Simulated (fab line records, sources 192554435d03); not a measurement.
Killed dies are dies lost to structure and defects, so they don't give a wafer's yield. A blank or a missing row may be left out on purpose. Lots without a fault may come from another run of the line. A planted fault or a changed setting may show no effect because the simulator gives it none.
Chamber matching | flow n5_finfet | N5_BEOL_M9_CMP_52 on cmp-02: 4 sister chambers
The step polishes, stops on SiCOH lowk, t overpolish 7 s, target thk 140 nm. 4 wafers are shown with their chamber, then 11 later ones without.

WAFERS WITH THEIR CHAMBER
wafer  | chamber | motor_current_A (A)
L085.4 | 0       | 6.3
L087.1 | 2       | 6.2
L087.2 | 3       | 5.7
L086.3 | 1       | 5.7

WAFERS WITHOUT THEIR CHAMBER
wafer  | motor_current_A (A)
L086.4 | 5.6
L086.6 | 5.6
L093.1 | 6.5
L093.5 | 5.4
L093.6 | 6.2
L092.4 | 5.7
L092.5 | 6.2
L092.6 | 5.9
L097.1 | 6.4
L097.2 | 5.6
L097.3 | 5.4

WHICH CHAMBER EACH WENT THROUGH
wafer  | from the rows above               | in truth
L086.4 | can't be placed: 1 or 3           | 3
L086.6 | can't be placed: 1 or 3           | 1
L093.1 | can't be placed: 0 or 2           | 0
L093.5 | can't be placed: 1 or 3           | 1
L093.6 | can't be placed: 2 or 0           | 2
L092.4 | can't be placed: 1 or 3           | 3
L092.5 | can't be placed: 2 or 0           | 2
L092.6 | can't be placed: 1 or 3 or 2 or 0 | 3
L097.1 | can't be placed: 0 or 2           | 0
L097.2 | can't be placed: 1 or 3           | 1
L097.3 | can't be placed: 1 or 3           | 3
Placed correctly: 0 of 11. Can't be placed from these rows: 11 (the true chamber is among the candidates in 11). Placed wrongly: 0.
How it was worked out, from the rows above alone: a wafer's distance from a chamber is the root of the sum, over the readings, of the square of ((its reading less the chamber's mean) divided by the reading's scatter). The wafer belongs to the nearest chamber; if the next one is less than 2 further off, it can't be placed. A chamber's mean is the mean of its shown wafers. The scatter: with one shown wafer a chamber, the root of the mean of the squares of how far each hidden wafer lies from its nearest shown one.
